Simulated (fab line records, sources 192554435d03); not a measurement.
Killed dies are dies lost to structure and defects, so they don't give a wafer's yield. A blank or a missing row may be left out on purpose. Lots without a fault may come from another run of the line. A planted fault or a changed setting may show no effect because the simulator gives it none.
Which tool did it? | flow n5_finfet | 12 lots, 36 wafers sampled, at 3 steps of a route of 1938

WHAT THE GAUGES READ, wafer by wafer
N5_BEOL_M10_OCD_MEAS_38. Usual: trench_depth_nm 149 nm, standard deviation 3.5.
lot  | measured     | on     | trench_depth_nm (nm) | flag
L292 | day 10 05:01 | ocd-02 | 147 153 147          |
L290 | day 10 06:14 | ocd-01 | 149 147 148          |
L291 | day 10 14:13 | ocd-01 | 145 144 146          |
L294 | day 10 17:31 | ocd-01 | 148 150 145          |
L293 | day 10 22:25 | ocd-02 | 149 152 157          |
L297 | day 11 17:51 | ocd-01 | 148 146 148          |
L300 | day 12 08:04 | ocd-01 | 151 157 144          |
L307 | day 14 04:06 | ocd-01 | 151 143 148          |
L308 | day 14 16:41 | ocd-02 | 147 144 146          |
L309 | day 15 05:59 | ocd-01 | 149 148 149          |
L311 | day 15 06:20 | ocd-01 | 144 148 144          |
L312 | day 15 12:07 | ocd-01 | 147 148 148          |

N5_BEOL_M10_CD_MEAS_35: target cd 70 nm. Usual: cd_nm 70.1 nm, standard deviation 0.98.
lot  | measured     | on        | cd_nm (nm)     | flag
L292 | day 10 05:11 | cd_sem-02 | 70.1 69.8 69.8 |
L290 | day 10 06:23 | cd_sem-01 | 70.6 69.7 70.9 |
L291 | day 10 14:22 | cd_sem-02 | 69.6 69.8 68.7 |
L294 | day 10 17:40 | cd_sem-03 | 69.7 69.9 69.2 |
L293 | day 10 22:34 | cd_sem-02 | 69.7 70.3 70.0 |
L297 | day 11 18:00 | cd_sem-02 | 69.4 68.7 70.3 |
L300 | day 12 08:13 | cd_sem-01 | 70.3 72.0 71.3 |
L307 | day 14 04:15 | cd_sem-03 | 69.6 70.5 70.1 |
L308 | day 14 16:50 | cd_sem-01 | 70.4 69.6 71.2 |
L309 | day 15 06:08 | cd_sem-02 | 68.6 71.0 70.0 |
L311 | day 15 06:29 | cd_sem-03 | 69.0 70.7 71.9 |
L312 | day 15 12:17 | cd_sem-03 | 69.5 70.1 70.0 |

N5_BEOL_M10_RS_MEAS_57: measures by four-point-probe. Usual: M10_RS 0.151 ohm/sq, standard deviation 0.0044.
lot  | measured     | on            | M10_RS (ohm/sq)   | flag
L292 | day 10 07:45 | film_metro-01 | 0.153 0.146 0.154 |
L290 | day 10 08:37 | film_metro-02 | 0.150 0.153 0.153 |
L291 | day 10 18:30 | film_metro-01 | 0.157 0.157 0.155 |
L294 | day 10 20:11 | film_metro-01 | 0.153 0.148 0.159 |
L293 | day 11 04:22 | film_metro-01 | 0.152 0.149 0.142 |
L297 | day 11 20:53 | film_metro-02 | 0.151 0.149 0.147 |
L300 | day 12 10:28 | film_metro-01 | 0.148 0.139 0.156 |
L307 | day 14 07:11 | film_metro-01 | 0.149 0.157 0.153 |
L308 | day 14 19:28 | film_metro-01 | 0.154 0.157 0.152 |
L309 | day 15 09:24 | film_metro-01 | 0.150 0.148 0.149 |
L311 | day 15 09:37 | film_metro-02 | 0.157 0.152 0.157 |
L312 | day 15 15:07 | film_metro-01 | 0.152 0.151 0.154 |

WHICH TOOL RAN EACH LOT (tool, then ch and the chambers of the sampled wafers, then the start)
The record holds no process step before these readings.

WHAT THE TOOLS THEMSELVES READ (means of the sampled wafers that have a number; where no wafer has one, the mark that the record gives instead)
The record holds no such reading with a usual standard deviation.

THE ANSWER, worked out from the rows above alone
Rule: a lot is off if the mean of its wafers that have a number lies more than 3 standard deviations from the usual mean. A lot without any number at a reading at which 4 lots or more have one is off too. The other lots that the step has rows for count as sound. The gauges are gone through in route order, then the tools' own readings, and for those a lot's mean is taken as printed above. The first step at which some lot is off is used, and at that step the reading that is off furthest; a lot without a number counts as furthest.
No lot is off at any reading shown: from this, nothing can be told.

WHAT THE SIMULATOR HAD PUT IN
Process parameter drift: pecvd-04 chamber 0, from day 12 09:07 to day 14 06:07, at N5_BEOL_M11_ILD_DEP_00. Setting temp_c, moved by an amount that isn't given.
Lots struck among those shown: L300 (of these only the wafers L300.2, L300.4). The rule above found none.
